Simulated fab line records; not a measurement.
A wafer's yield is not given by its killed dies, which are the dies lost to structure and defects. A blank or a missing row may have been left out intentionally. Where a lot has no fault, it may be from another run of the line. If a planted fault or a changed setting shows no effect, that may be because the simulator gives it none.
fab line records	flow n5Finfet
[record] lots = 24	wafers = 72	lastDay = 18
route steps=1938 shown BEOL_M3@992 BEOL_M4@1067
lots untouched by any fault: they come from a run of this same line in which no faults occurred
startH: the number of hours between the record's first day and the start of the first shown wafer of the lot	waitH: how many hours have passed since the lot's step before this one	" identical to the entry in the row above	L1.1+2: several wafers, shown together as one row	- either no value or no given start	* or withheld: withheld	< > ~ a bound
route shown NAME@n: NAME is a module with steps in the file, n the number in the route of the first one	usual: average and standard deviation across the fault-free wafers	same: alike in all rows	chamber/n: place in a boat	sites: readings site by site	_std_site: their standard deviation	_edge_site: the outer-site mean with the inner-site mean subtracted	radiusMm: for every site, how far away it sits from the centre of the wafer	mask NAME#n: copy n	behind: the last tool/chamber to shape the wafer	hold: cause of the lot's hold/its duration in hours/its outcome	device: names the non-switching transistor (n, p or np)	end of line: the tests these same wafers got at the end of their route	where a step has no rows: the recipe by itself	killed: dies lost to structure and defects at the first sort, not the wafer's yield	map: dies across one wafer; x = killed, . = not, _ = none there
set.NAME: the run value of the setting; set.NAME@STEP: its run value at that earlier step	model.NAME: the simulator's own value behind a step, which no gauge read
the route's steps for a sample of lots (tables are steps, rows are wafers)
services: when a tool's chamber went out of use (startH, in hours from the record's first day, below 0 if earlier), for how many hours, and the reason
[[steps]]
[step N5_BEOL_M3_SURFACE_TREAT_85]
[recipe] gas = Ar	timeS = *	ionEnergyEv = *	ionCurrentMaCm2 = 0.5	pressureMtorr = *	arFlowSccm = 30
[usual] throttleValvePct = *
[same] timeS = *
lot.wafer	tool	chamber	startH	waitH	throttleValvePct
L074.4	pvdSputter-02	-	149.97	0.1	*
L074.5	"	-	"	"	*
L074.6	"	-	"	"	*
L075.1	pvdSputter-01	-	152.76	0.1	*
L075.2	"	-	"	"	*
L075.6	"	-	"	"	*
L076.3	pvdSputter-01	-	157.41	0.4	*
L076.4	"	-	"	"	*
L076.5	"	-	"	"	*
L077.2	pvdSputter-02	-	168.51	0.1	*
L077.3	"	-	"	"	*
L077.6	"	-	"	"	*
L078.1	pvdSputter-01	-	178.05	0.1	*
L078.3	"	-	"	"	*
L078.6	"	-	"	"	*
L079.3	pvdSputter-01	-	189.55	0.2	*
L079.4	"	-	"	"	*
L079.6	"	-	"	"	*
L080.1	pvdSputter-03	-	198.24	0.1	*
L080.4	"	-	"	"	*
L080.5	"	-	"	"	*
L081.1	pvdSputter-03	-	199.04	0.6	*
L081.3	"	-	"	"	*
L081.5	"	-	"	"	*
L082.1	pvdSputter-01	-	204.33	0.1	*
L082.2	"	-	"	"	*
L082.3	"	-	"	"	*
L083.2	pvdSputter-01	-	204.46	0.1	*
L083.3	"	-	"	"	*
L083.5	"	-	"	"	*
L084.1	pvdSputter-01	-	216.60	0.2	*
L084.3	"	-	"	"	*
L084.6	"	-	"	"	*
L085.3	pvdSputter-02	-	221.95	0.5	*
L085.4	"	-	"	"	*
L085.6	"	-	"	"	*
L086.1	pvdSputter-01	-	229.85	0.2	*
L086.4	"	-	"	"	*
L086.5	"	-	"	"	*
L087.2	pvdSputter-02	-	236.86	0.1	*
L087.5	"	-	"	"	*
L087.6	"	-	"	"	*
L088.3	pvdSputter-01	-	237.39	0.3	*
L088.4	"	-	"	"	*
L088.6	"	-	"	"	*
L089.3	pvdSputter-02	-	249.59	0.1	*
L089.4	"	-	"	"	*
L089.6	"	-	"	"	*
L090.2	pvdSputter-03	-	254.80	0.2	*
L090.4	"	-	"	"	*
L090.6	"	-	"	"	*
L093.1	pvdSputter-01	-	258.75	0.5	*
L093.2	"	-	"	"	*
L093.5	"	-	"	"	*
L091.1	pvdSputter-01	-	258.79	0.5	*
L091.3	"	-	"	"	*
L091.6	"	-	"	"	*
L092.2	pvdSputter-03	-	263.56	0.3	*
L092.4	"	-	"	"	*
L092.6	"	-	"	"	*
L094.1	pvdSputter-02	-	293.18	0.1	*
L094.2	"	-	"	"	*
L094.6	"	-	"	"	*
L095.1	pvdSputter-03	-	296.66	0.3	*
L095.3	"	-	"	"	*
L095.5	"	-	"	"	*
L096.1	pvdSputter-01	-	297.24	0.3	*
L096.2	"	-	"	"	*
L096.3	"	-	"	"	*
L097.2	pvdSputter-03	-	299.48	0.1	*
L097.4	"	-	"	"	*
L097.6	"	-	"	"	*
[step N5_BEOL_M3_SPUTTER_79]
[recipe] material = Cu	targetThkA = 45	tempC = -20	chamberPressurePa = 0.07	powerW = withheld	timeS = 8.29
[usual] chuckGasFlowSccm = 1.27/0.049	throttleValvePct = 30.1/1.1
[same] timeS = 8.29
lot.wafer	tool	chamber	startH	waitH	chuckGasFlowSccm	throttleValvePct
L074.4	pvdSputter-01	-	150.42	0.1	1.20	29.3
L074.5	"	-	"	"	1.23	28.5
L074.6	"	-	"	"	1.25	30.6
L075.1	pvdSputter-01	-	153.24	0.1	1.34	28.3
L075.2	"	-	"	"	1.32	30.3
L075.6	"	-	"	"	1.29	28.4
L076.3	pvdSputter-03	-	158.03	0.1	1.26	30.5
L076.4	"	-	"	"	1.29	30.5
L076.5	"	-	"	"	1.21	30.3
L077.2	pvdSputter-03	-	170.47	0.1	1.38	29.9
L077.3	"	-	"	"	1.27	32.4
L077.6	"	-	"	"	1.35	29.6
L078.1	pvdSputter-01	-	178.51	0.1	1.29	29.7
L078.3	"	-	"	"	1.29	28.7
L078.6	"	-	"	"	1.27	28.3
L079.3	pvdSputter-03	-	190.07	0.1	1.23	30.3
L079.4	"	-	"	"	1.21	29.9
L079.6	"	-	"	"	1.26	32.3
L080.1	pvdSputter-01	-	198.68	0.1	1.23	28.5
L080.4	"	-	"	"	1.27	30.6
L080.5	"	-	"	"	1.19	28.3
L081.1	pvdSputter-01	-	201.04	0.1	1.22	30.3
L081.3	"	-	"	"	1.26	28.7
L081.5	"	-	"	"	1.28	30.3
L082.1	pvdSputter-01	-	204.80	0.1	1.22	28.5
L082.2	"	-	"	"	1.30	28.3
L082.3	"	-	"	"	1.27	29.6
L083.2	pvdSputter-03	-	206.22	0.1	1.33	30.6
L083.3	"	-	"	"	1.25	29.8
L083.5	"	-	"	"	1.33	30.2
L084.1	pvdSputter-02	-	217.27	0.1	1.29	30.0
L084.3	"	-	"	"	1.21	31.3
L084.6	"	-	"	"	1.19	31.1
L085.3	pvdSputter-02	-	222.47	0.1	1.29	30.8
L085.4	"	-	"	"	1.26	29.9
L085.6	"	-	"	"	1.33	30.0
L086.1	pvdSputter-01	-	230.75	0.1	1.21	29.3
L086.4	"	-	"	"	1.27	28.4
L086.5	"	-	"	"	1.28	28.4
L087.2	pvdSputter-02	-	237.32	0.1	1.35	29.9
L087.5	"	-	"	"	1.26	29.9
L087.6	"	-	"	"	1.26	30.6
L088.3	pvdSputter-01	-	237.85	0.1	1.33	28.4
L088.4	"	-	"	"	1.31	29.5
L088.6	"	-	"	"	1.32	28.6
L089.3	pvdSputter-03	-	250.58	0.1	1.39	32.7
L089.4	"	-	"	"	1.17	29.9
L089.6	"	-	"	"	1.34	30.4
L090.2	pvdSputter-03	-	255.61	0.1	1.21	29.8
L090.4	"	-	"	"	1.24	30.5
L090.6	"	-	"	"	1.36	32.3
L093.1	pvdSputter-02	-	259.49	0.1	1.27	29.6
L093.2	"	-	"	"	1.26	30.1
L093.5	"	-	"	"	1.30	30.1
L091.1	pvdSputter-01	-	259.51	0.1	1.22	30.6
L091.3	"	-	"	"	1.25	28.9
L091.6	"	-	"	"	1.26	28.6
L092.2	pvdSputter-02	-	264.14	0.1	1.28	30.1
L092.4	"	-	"	"	1.29	29.8
L092.6	"	-	"	"	1.31	30.7
L094.1	pvdSputter-03	-	293.70	0.1	1.25	30.7
L094.2	"	-	"	"	1.17	29.7
L094.6	"	-	"	"	1.43	32.2
L095.1	pvdSputter-03	-	297.14	0.1	1.22	30.6
L095.3	"	-	"	"	1.25	29.9
L095.5	"	-	"	"	1.29	32.4
L096.1	pvdSputter-01	-	297.84	0.1	1.25	28.4
L096.2	"	-	"	"	1.30	29.7
L096.3	"	-	"	"	1.17	28.6
L097.2	pvdSputter-02	-	300.10	0.1	1.29	30.0
L097.4	"	-	"	"	1.25	29.9
L097.6	"	-	"	"	1.26	30.5
[step N5_BEOL_M3_DEP_57]
[recipe] material = SiCN	targetThkA = 80	tempC = withheld	precursor = 3MS/NH3	pressureTorr = 3	rfW = 202	timeS = 14
[usual] showerheadPlenumPTorr = 3.665/0.013	throttleValvePct = 9.0/0.37
[same] timeS = 14
lot.wafer	tool	chamber	startH	waitH	showerheadPlenumPTorr	sinceWetCleanH	throttleValvePct
L074.4	pecvd-04	2	152.97	0.0	3.660	-	9.5
L074.5	"	0	"	"	3.700	-	9.3
L074.6	"	1	"	"	3.668	-	9.2
L075.1	pecvd-01	0	155.76	0.0	3.678	1222	8.3
L075.2	"	1	"	"	3.673	1947	9.2
L075.6	"	0	"	"	3.677	-	8.4
L076.3	pecvd-01	0	168.64	0.0	3.671	-	8.5
L076.4	"	1	"	"	3.673	-	9.1
L076.5	"	0	"	"	3.673	-	8.2
L077.2	pecvd-02	2	173.00	0.0	3.652	304	8.9
L077.3	"	1	"	"	3.675	1783	8.8
L077.6	"	0	"	"	3.650	-	9.2
L078.1	pecvd-01	1	181.03	0.0	3.677	1972	9.1
L078.3	"	2	"	"	3.668	486	8.8
L078.6	"	2	"	"	3.671	-	8.9
L079.3	pecvd-02	1	192.60	0.0	3.664	1803	8.7
L079.4	"	2	"	"	3.656	-	8.6
L079.6	"	1	"	"	3.661	-	8.5
L080.1	pecvd-02	2	201.20	0.0	3.646	332	8.7
L080.4	"	2	"	"	3.652	-	8.4
L080.5	"	1	"	"	3.656	-	9.1
L081.1	pecvd-01	1	203.56	0.0	3.678	1995	8.9
L081.3	"	2	"	"	3.670	508	8.8
L081.5	"	1	"	"	3.675	-	9.3
L082.1	pecvd-01	1	207.45	0.0	3.671	1999	9.2
L082.2	"	2	"	"	3.648	512	8.7
L082.3	"	0	"	"	3.676	1274	8.2
L083.2	pecvd-01	1	208.75	0.0	3.669	2000	9.1
L083.3	"	2	"	"	3.668	513	8.9
L083.5	"	2	"	"	3.666	-	9.1
L084.1	pecvd-02	2	219.79	0.0	3.655	351	8.8
L084.3	"	1	"	"	3.666	1830	8.9
L084.6	"	0	"	"	3.653	-	9.2
L085.3	pecvd-04	0	225.07	0.1	3.684	-	9.4
L085.4	"	0	"	"	3.689	-	9.4
L085.6	"	0	"	"	3.680	-	9.3
L086.1	pecvd-04	1	233.52	0.0	3.664	1481	9.3
L086.4	"	2	"	"	3.649	-	8.7
L086.5	"	0	"	"	3.681	-	9.6
L087.2	pecvd-02	2	239.84	0.0	3.647	371	8.5
L087.5	"	2	"	"	3.655	-	9.0
L087.6	"	0	"	"	3.654	-	9.2
L088.3	pecvd-02	0	240.37	0.0	3.650	1125	9.5
L088.4	"	0	"	"	3.658	-	9.6
L088.6	"	2	"	"	3.649	-	8.8
L089.3	pecvd-04	1	253.10	0.0	3.678	1501	9.3
L089.4	"	2	"	"	3.652	-	8.6
L089.6	"	0	"	"	3.687	-	9.4
L090.2	pecvd-01	0	258.45	0.0	3.677	1325	8.1
L090.4	"	2	"	"	3.683	-	9.0
L090.6	"	1	"	"	3.673	-	9.6
L093.1	pecvd-02	0	262.10	0.0	3.652	1147	9.3
L093.2	"	1	"	"	3.652	1872	8.8
L093.5	"	2	"	"	3.649	-	8.7
L091.1	pecvd-02	2	262.33	0.0	3.654	393	8.8
L091.3	"	1	"	"	3.668	1872	9.0
L091.6	"	2	"	"	3.654	-	8.8
L092.2	pecvd-02	1	267.55	0.0	3.666	1878	8.5
L092.4	"	2	"	"	3.652	-	8.7
L092.6	"	1	"	"	3.662	-	8.7
L094.1	pecvd-02	0	296.28	0.0	3.648	1181	9.2
L094.2	"	1	"	"	3.670	1906	8.9
L094.6	"	0	"	"	3.654	-	9.2
L095.1	pecvd-04	0	299.69	0.0	3.689	822	9.5
L095.3	"	1	"	"	3.671	1547	9.1
L095.5	"	2	"	"	3.645	-	8.8
L096.1	pecvd-04	2	300.43	0.0	3.656	69	8.8
L096.2	"	0	"	"	3.696	823	9.2
L096.3	"	1	"	"	3.665	1548	9.1
L097.2	pecvd-02	0	302.94	0.0	3.655	1188	9.5
L097.4	"	1	"	"	3.674	-	8.7
L097.6	"	2	"	"	3.643	-	8.9
[step N5_BEOL_M4_VIA_ETCH_34]
[recipe] chemistry = C4F6/O2	targetDepthA = 694	maskMaterial = SOC	pressureMtorr = 15	ionEnergyEv = 250	taperDeg = 4	timeS = 65.9	sourceW = 350	biasW = 170	Ar_flow_sccm = 300	C4F6_flow_sccm = 10	O2_flow_sccm = 10
[usual] drypumpMotorCurrentA = 5.8/0.4	oes_o_777_au = 0.79/0.095	oesProductAu = 0.79/0.093	rfVppV = 668/14	showerheadPlenumPTorr = 2.85/0.11	throttleValvePct = 30.65/0.26
[same] timeS = 65.9
lot.wafer	tool	chamber	startH	waitH	drypumpMotorCurrentA	oes_o_777_au	oesProductAu	rfHoursCounterH	rfVppV	showerheadPlenumPTorr	throttleValvePct
L074.4	rieDiel-03	1	161.66	0.0	5.8	0.86	0.88	23	673	2.87	30.62
L074.5	"	2	"	"	5.9	0.67	0.69	-	647	2.70	30.53
L074.6	"	1	"	"	5.8	0.87	0.87	-	672	2.87	30.61
L075.1	rieDiel-04	0	171.93	0.0	6.4	0.72	0.70	236	648	2.93	31.61
L075.2	"	1	"	"	6.1	0.85	0.87	58	670	2.88	30.59
L075.6	"	2	"	"	5.5	0.73	0.73	-	686	2.71	30.67
L076.3	rieDiel-03	1	176.39	0.0	5.8	0.86	0.86	28	673	2.87	30.61
L076.4	"	3	"	"	5.5	0.96	0.92	17	641	2.79	30.71
L076.5	"	1	"	"	5.8	0.86	0.86	-	674	2.87	30.62
L077.2	rieDiel-03	3	177.30	0.0	5.5	0.96	0.91	18	640	2.79	30.72
L077.3	"	2	"	"	5.9	0.67	0.68	235	644	2.70	30.54
L077.6	"	1	"	"	5.8	0.87	0.86	-	672	2.87	30.63
L078.1	rieDiel-05	1	184.43	0.0	5.6	0.66	0.70	208	674	2.70	30.53
L078.3	"	2	"	"	5.1	0.88	0.90	21	656	3.04	30.54
L078.6	"	2	"	"	5.1	0.88	0.91	-	658	3.04	30.52
L079.3	rieDiel-04	1	197.08	0.0	6.1	0.83	0.85	68	669	2.88	30.60
L079.4	"	3	"	"	5.7	1.01	0.99	0	673	2.90	30.60
L079.6	"	2	"	"	5.5	0.72	0.72	-	687	2.71	30.68
L081.1	rieDiel-03	0	207.34	0.0	5.8	0.70	0.69	223	681	2.92	30.18
L081.3	"	2	"	"	5.9	0.67	0.67	247	644	2.69	30.57
L081.5	"	2	"	"	5.9	0.67	0.68	-	644	2.69	30.55
L080.1	rieDiel-05	1	207.67	0.0	5.6	0.66	0.69	216	674	2.69	30.51
L080.4	"	0	"	"	6.6	0.79	0.79	114	671	2.97	30.85
L080.5	"	0	"	"	6.6	0.78	0.79	-	671	2.97	30.85
L082.1	rieDiel-04	2	215.40	0.0	5.5	0.72	0.72	197	685	2.71	30.69
L082.2	"	1	"	"	6.1	0.82	0.83	77	669	2.87	30.61
L082.3	"	3	"	"	5.7	0.96	0.93	8	674	2.89	30.59
L083.2	rieDiel-05	0	215.53	0.0	6.6	0.78	0.80	117	670	2.97	30.85
L083.3	"	3	"	"	5.7	0.72	0.69	228	674	2.79	30.46
L083.5	"	1	"	"	5.6	0.66	0.69	-	673	2.69	30.54
L084.1	rieDiel-03	3	231.96	0.0	5.5	0.92	0.90	33	641	2.78	30.72
L084.3	"	1	"	"	5.8	0.82	0.84	52	672	2.86	30.65
L084.6	"	1	"	"	5.8	0.83	0.82	-	672	2.86	30.63
L085.3	rieDiel-05	0	239.13	0.0	6.6	0.77	0.78	127	669	2.96	30.86
L085.4	"	2	"	"	5.1	0.84	0.87	40	656	3.03	30.56
L085.6	"	0	"	"	6.6	0.78	0.78	-	671	2.96	30.87
L086.1	rieDiel-04	2	239.37	0.0	5.5	0.71	0.70	206	686	2.70	30.71
L086.4	"	2	"	"	5.5	0.71	0.70	-	686	2.70	30.69
L086.5	"	0	"	"	6.4	0.96	0.95	-	649	2.92	31.44
L087.2	rieDiel-03	2	242.77	0.0	5.9	0.93	0.96	3	654	3.03	30.50
L087.5	"	3	"	"	5.5	0.91	0.88	-	639	2.78	30.73
L087.6	"	0	"	"	5.8	0.69	0.68	-	681	2.92	30.21
L088.3	rieDiel-04	3	248.32	0.0	5.7	0.94	0.92	18	673	2.89	30.62
L088.4	"	0	"	"	6.4	0.94	0.94	9	648	2.92	31.46
L088.6	"	2	"	"	5.5	0.71	0.70	-	686	2.70	30.69
L089.3	rieDiel-05	1	258.10	0.0	5.6	0.65	0.68	237	675	2.68	30.55
L089.4	"	0	"	"	6.6	0.77	0.78	-	672	2.96	30.87
L089.6	"	1	"	"	5.6	0.65	0.68	-	676	2.68	30.54
L090.2	rieDiel-05	3	265.06	0.0	5.7	0.72	0.68	245	674	2.79	30.48
L090.4	"	1	"	"	5.6	0.64	0.67	239	674	2.68	30.53
L090.6	"	0	"	"	6.6	0.76	0.78	-	671	2.96	30.87
L093.1	rieDiel-04	2	268.99	0.0	5.5	0.71	0.70	216	687	2.70	30.71
L093.2	"	1	"	"	6.1	0.80	0.82	97	670	2.87	30.64
L093.5	"	2	"	"	5.5	0.71	0.70	-	684	2.70	30.71
L091.1	rieDiel-03	3	269.15	0.0	5.5	0.90	0.87	45	641	2.78	30.72
L091.3	"	1	"	"	5.8	0.81	0.81	67	672	2.85	30.66
L091.6	"	3	"	"	5.5	0.90	0.86	-	641	2.78	30.71
L092.2	rieDiel-05	0	272.80	0.0	6.6	0.76	0.77	139	671	2.96	30.88
L092.4	"	2	"	"	5.1	0.83	0.84	52	657	3.02	30.55
L092.6	"	2	"	"	5.1	0.83	0.85	-	657	3.02	30.54
L094.1	rieDiel-05	1	301.46	0.0	5.6	0.64	0.67	253	673	2.68	30.55
L094.2	"	0	"	"	6.6	0.75	0.77	150	670	2.95	30.88
L094.6	"	1	"	"	5.6	0.64	0.67	-	675	2.68	30.58
L095.1	rieDiel-04	0	304.78	0.0	6.4	0.90	0.90	29	648	2.91	31.49
L095.3	"	2	"	"	5.5	0.69	0.69	229	686	2.69	30.73
L095.5	"	2	"	"	5.5	0.70	0.68	-	687	2.69	30.72
L096.1	rieDiel-03	0	308.11	0.0	5.8	0.94	0.93	13	680	2.91	30.14
L096.2	"	2	"	"	5.9	0.88	0.90	24	656	3.02	30.51
L096.3	"	3	"	"	5.5	0.86	0.84	65	639	2.77	30.74
L097.2	rieDiel-04	0	330.90	0.0	6.4	0.88	0.89	39	648	2.91	31.48
L097.4	"	2	"	"	5.5	0.69	0.68	237	687	2.69	30.72
L097.6	"	2	"	"	5.5	0.69	0.68	-	685	2.69	30.73
[step N5_BEOL_M4_OCD_MEAS_38]
[usual] trenchDepthNm = 55.3/0.94
lot.wafer	tool	chamber	startH	waitH	trenchDepthNm
L074.4	ocd-02	-	161.92	-	55.4
L074.5	"	-	"	"	53.3
L074.6	"	-	"	"	55.2
L075.1	ocd-02	-	172.19	-	54.7
L075.2	"	-	"	"	56.8
L075.6	"	-	"	"	55.7
L076.3	ocd-02	-	176.65	-	55.4
L076.4	"	-	"	"	55.3
L076.5	"	-	"	"	55.7
L077.2	ocd-01	-	177.56	-	54.5
L077.3	"	-	"	"	53.4
L077.6	"	-	"	"	55.3
L078.1	ocd-01	-	184.68	-	55.4
L078.3	"	-	"	"	55.8
L078.6	"	-	"	"	55.3
L079.3	ocd-02	-	197.34	-	56.4
L079.4	"	-	"	"	55.9
L079.6	"	-	"	"	54.8
L081.1	ocd-01	-	207.59	-	54.9
L081.3	"	-	"	"	54.1
L081.5	"	-	"	"	53.1
L080.1	ocd-01	-	207.92	-	54.3
L080.4	"	-	"	"	55.0
L080.5	"	-	"	"	55.0
L082.1	ocd-01	-	215.66	-	54.9
L082.2	"	-	"	"	56.5
L082.3	"	-	"	"	56.8
L083.2	ocd-02	-	215.78	-	53.9
L083.3	"	-	"	"	55.4
L083.5	"	-	"	"	54.3
L084.1	ocd-02	-	232.22	-	55.3
L084.3	"	-	"	"	55.6
L084.6	"	-	"	"	55.6
L085.3	ocd-02	-	239.39	-	55.3
L085.4	"	-	"	"	56.0
L085.6	"	-	"	"	54.9
L086.1	ocd-01	-	239.62	-	54.6
L086.4	"	-	"	"	54.4
L086.5	"	-	"	"	55.7
L087.2	ocd-02	-	243.02	-	55.0
L087.5	"	-	"	"	55.0
L087.6	"	-	"	"	54.1
L088.3	ocd-02	-	248.58	-	56.6
L088.4	"	-	"	"	56.1
L088.6	"	-	"	"	54.5
L089.3	ocd-02	-	258.35	-	55.2
L089.4	"	-	"	"	56.3
L089.6	"	-	"	"	55.3
L090.2	ocd-02	-	265.31	-	55.3
L090.4	"	-	"	"	54.9
L090.6	"	-	"	"	55.4
L093.1	ocd-02	-	269.25	-	54.8
L093.2	"	-	"	"	56.4
L093.5	"	-	"	"	55.2
L091.1	ocd-02	-	269.41	-	56.4
L091.3	"	-	"	"	55.4
L091.6	"	-	"	"	56.1
L092.2	ocd-02	-	273.05	-	54.5
L092.4	"	-	"	"	55.5
L092.6	"	-	"	"	54.8
L094.1	ocd-02	-	301.71	-	54.3
L094.2	"	-	"	"	55.3
L094.6	"	-	"	"	54.8
L095.1	ocd-01	-	305.03	-	57.4
L095.3	"	-	"	"	54.6
L095.5	"	-	"	"	55.1
L096.1	ocd-01	-	308.37	-	55.3
L096.2	"	-	"	"	54.1
L096.3	"	-	"	"	54.6
L097.2	ocd-01	-	331.15	-	56.1
L097.4	"	-	"	"	54.9
L097.6	"	-	"	"	54.2
[step N5_BEOL_M4_CD_MEAS_35]
[recipe] targetCdNm = 18	targetCdYNm = 22.4	polarity = opening
[usual] cdNm = 18.0/0.3
lot.wafer	tool	chamber	startH	waitH	cdNm
L074.4	cdSem-03	-	162.07	0.0	17.9
L074.5	"	-	"	"	17.8
L074.6	"	-	"	"	18.0
L075.1	cdSem-03	-	172.34	0.0	18.0
L075.2	"	-	"	"	18.6
L075.6	"	-	"	"	18.5
L076.3	cdSem-01	-	176.80	0.0	18.1
L076.4	"	-	"	"	18.1
L076.5	"	-	"	"	18.3
L077.2	cdSem-03	-	177.71	0.0	18.2
L077.3	"	-	"	"	17.5
L077.6	"	-	"	"	17.4
L078.1	cdSem-03	-	184.83	0.0	17.7
L078.3	"	-	"	"	18.0
L078.6	"	-	"	"	17.7
L079.3	cdSem-02	-	197.49	0.0	17.9
L079.4	"	-	"	"	17.8
L079.6	"	-	"	"	17.6
L081.1	cdSem-02	-	207.74	0.0	17.9
L081.3	"	-	"	"	17.5
L081.5	"	-	"	"	17.9
L080.1	cdSem-02	-	208.08	0.0	18.0
L080.4	"	-	"	"	18.0
L080.5	"	-	"	"	18.3
L082.1	cdSem-02	-	215.82	0.0	18.6
L082.2	"	-	"	"	18.2
L082.3	"	-	"	"	17.9
L083.2	cdSem-03	-	215.93	0.0	17.9
L083.3	"	-	"	"	18.1
L083.5	"	-	"	"	18.3
L084.1	cdSem-01	-	232.37	0.0	18.2
L084.3	"	-	"	"	18.0
L084.6	"	-	"	"	18.0
L085.3	cdSem-03	-	239.54	0.0	17.9
L085.4	"	-	"	"	18.0
L085.6	"	-	"	"	18.2
L086.1	cdSem-01	-	239.79	0.0	18.2
L086.4	"	-	"	"	17.3
L086.5	"	-	"	"	17.9
L087.2	cdSem-01	-	243.17	0.0	18.1
L087.5	"	-	"	"	17.8
L087.6	"	-	"	"	18.0
L088.3	cdSem-02	-	248.73	0.0	17.8
L088.4	"	-	"	"	17.5
L088.6	"	-	"	"	17.4
L089.3	cdSem-03	-	258.51	0.0	18.4
L089.4	"	-	"	"	17.6
L089.6	"	-	"	"	18.4
L090.2	cdSem-03	-	265.47	0.0	17.9
L090.4	"	-	"	"	18.5
L090.6	"	-	"	"	17.9
L093.1	cdSem-01	-	269.40	0.0	18.0
L093.2	"	-	"	"	18.2
L093.5	"	-	"	"	18.2
L091.1	cdSem-02	-	269.57	0.0	17.6
L091.3	"	-	"	"	17.7
L091.6	"	-	"	"	17.8
L092.2	cdSem-03	-	273.22	0.0	18.2
L092.4	"	-	"	"	18.4
L092.6	"	-	"	"	18.0
L094.1	cdSem-02	-	301.87	0.0	18.0
L094.2	"	-	"	"	18.0
L094.6	"	-	"	"	17.8
L095.1	cdSem-01	-	305.19	0.0	17.5
L095.3	"	-	"	"	17.8
L095.5	"	-	"	"	18.4
L096.1	cdSem-03	-	308.53	0.0	18.3
L096.2	"	-	"	"	17.8
L096.3	"	-	"	"	17.9
L097.2	cdSem-03	-	331.30	0.0	17.9
L097.4	"	-	"	"	18.3
L097.6	"	-	"	"	18.0
[[services]]
tool	chamber	startH	hours	kind
pecvd-04	2	131.19	15.6	repair
pecvd-04	2	154.24	4.7	repair
pecvd-01	1	160.64	3.2	repair
pecvd-01	2	166.23	2.9	repair
rieDiel-05	0	166.50	3.8	repair
rieDiel-05	3	168.28	4.5	repair
rieDiel-03	3	197.84	8.7	repair
pecvd-02	2	202.45	4.4	repair
pecvd-04	0	208.94	1.9	repair
pecvd-02	2	210.16	5.3	repair
rieDiel-03	3	214.28	5.1	repair
pecvd-04	1	216.87	14.9	repair
pecvd-01	-	218.27	14.1	repair
rieDiel-03	3	248.74	6.3	repair
pecvd-01	-	249.84	0.6	repair
rieDiel-04	3	251.44	4.5	repair
rieDiel-05	3	256.33	3.1	repair
rieDiel-03	2	262.22	1.6	repair
pecvd-01	-	269.73	1.0	repair
rieDiel-04	1	270.31	3.5	repair
rieDiel-03	2	283.29	16.3	repair
rieDiel-05	2	309.40	3.4	repair
pvdSputter-03	-	313.96	11.4	repair
rieDiel-05	3	320.86	5.4	repair
[[key]]
fault none
